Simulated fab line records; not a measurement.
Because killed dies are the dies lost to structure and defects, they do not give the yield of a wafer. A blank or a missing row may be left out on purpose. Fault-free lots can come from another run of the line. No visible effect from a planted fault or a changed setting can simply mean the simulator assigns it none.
Struck lot and sound lot, side by side	flow nand_harc	15 out of 1302 route steps
Sound: the wafers L526.1, L526.2, L526.3. Wafers struck: L535.1, L535.4, L535.5. The cause is given at the end.
Per side, at each step with rows, come the tool, then ch with its chambers, and then its first start. Under that, the readings that differ: sound wafers	struck wafers	difference of the means	sigmas: that difference in standard deviations of wafers without a fault.
alike: a reading whose means differ by less than 2 such deviations, as well as words and numbers matching on both sides. not compared: withheld readings; readings where some wafer has no value; bounds like >300 that might hide an equal value; numbers whose values overlap and for which the record gives no deviation.
Wherever a step has rows on one side only, a row that says differs or no value, or a row with sigmas, the two part there. When numbers do not overlap yet have no deviation, they are printed without sigmas and do not part them. A reading that every wafer of one side lacks parts them only if that side has two wafers or more.

first, 1 step without rows for these wafers: NHARC_A_ONON_D1_DEP_00 (target thk 1000 nm).
NHARC_A_ONON_D1_THK_MEAS_02: measures by ellipsometry.
  struck on film_metro-02, day 12 09:22; sound on film_metro-01, day 8 12:19
  alike: thk_nm
following that, 1 step holds no rows for these wafers, namely NHARC_A_ONON_D1_DEP_03 (target thickness 1000 nm).
NHARC_A_ONON_D1_THK_MEAS_05: measures by ellipsometry.
  struck on film_metro-01, day 12 09:56; sound on film_metro-01, day 8 12:53
reading	sound	struck	difference	sigmas
thk_nm (nm)	1002 1003 1002	1031 1030 1030	+28	+2
following that, 1 step holds no rows for these wafers, namely NHARC_A_ONON_D1_DEP_06 (target thickness 1000 nm).
NHARC_A_ONON_D1_THK_MEAS_08: measures by ellipsometry.
  struck on film_metro-01, day 12 10:31; sound on film_metro-01, day 8 13:26
reading	sound	struck	difference	sigmas
thk_nm (nm)	1012 1012 1014	996 996 997	-16	-2
following that, 1 step holds no rows for these wafers, namely NHARC_A_ONON_D1_DEP_09 (target thickness 1000 nm).
NHARC_A_ONON_D1_THK_MEAS_11: measures by ellipsometry.
  struck on film_metro-01, day 12 11:04; sound on film_metro-02, day 8 14:00
  alike: thk_nm
following that, 1 step holds no rows for these wafers, namely NHARC_A_ONON_D1_DEP_12 (target thickness 1000 nm).
NHARC_A_ONON_D1_THK_MEAS_14: measures by ellipsometry.
  struck on film_metro-02, day 12 11:38; sound on film_metro-02, day 8 14:34
  alike: thk_nm
then, 1 step without rows for these wafers: NHARC_A_ONON_D1_ANNEAL_15 (time 3600 s).
NHARC_A_ONON_D1_DEP_16: target thk 1000 nm.
  sound on pecvd_onon-04 ch 0, day 8 22:13; struck on pecvd_onon-04 ch 0, day 12 18:47
  alike: sih4_flow_sccm
NHARC_A_ONON_D1_THK_MEAS_18: measures by ellipsometry.
  struck on film_metro-01, day 12 19:17; sound on film_metro-02, day 8 22:43
reading	sound	struck	difference	sigmas
thk_nm (nm)	1007 1005 1006	709 709 709	-297	-30
following that, 1 step holds no rows for these wafers, namely NHARC_A_ONON_D1_DEP_19 (target thickness 1000 nm).
-- jump in the record: it breaks off in module A_ONON_D1 and resumes in module END (first step shown: number 1302 of the route), and 16 days separate the struck wafers' starts before and after --
NHARC_END_SORT_01:
  only the struck wafers appear in the record here, on prober-02 ch 0 at day 29 02:29; the sound ones have no rows

## WHERE THEY PART
Last at NHARC_END_SORT_01 as far as this record goes, first at NHARC_A_ONON_D1_THK_MEAS_05.

WHY: what the simulator had put in
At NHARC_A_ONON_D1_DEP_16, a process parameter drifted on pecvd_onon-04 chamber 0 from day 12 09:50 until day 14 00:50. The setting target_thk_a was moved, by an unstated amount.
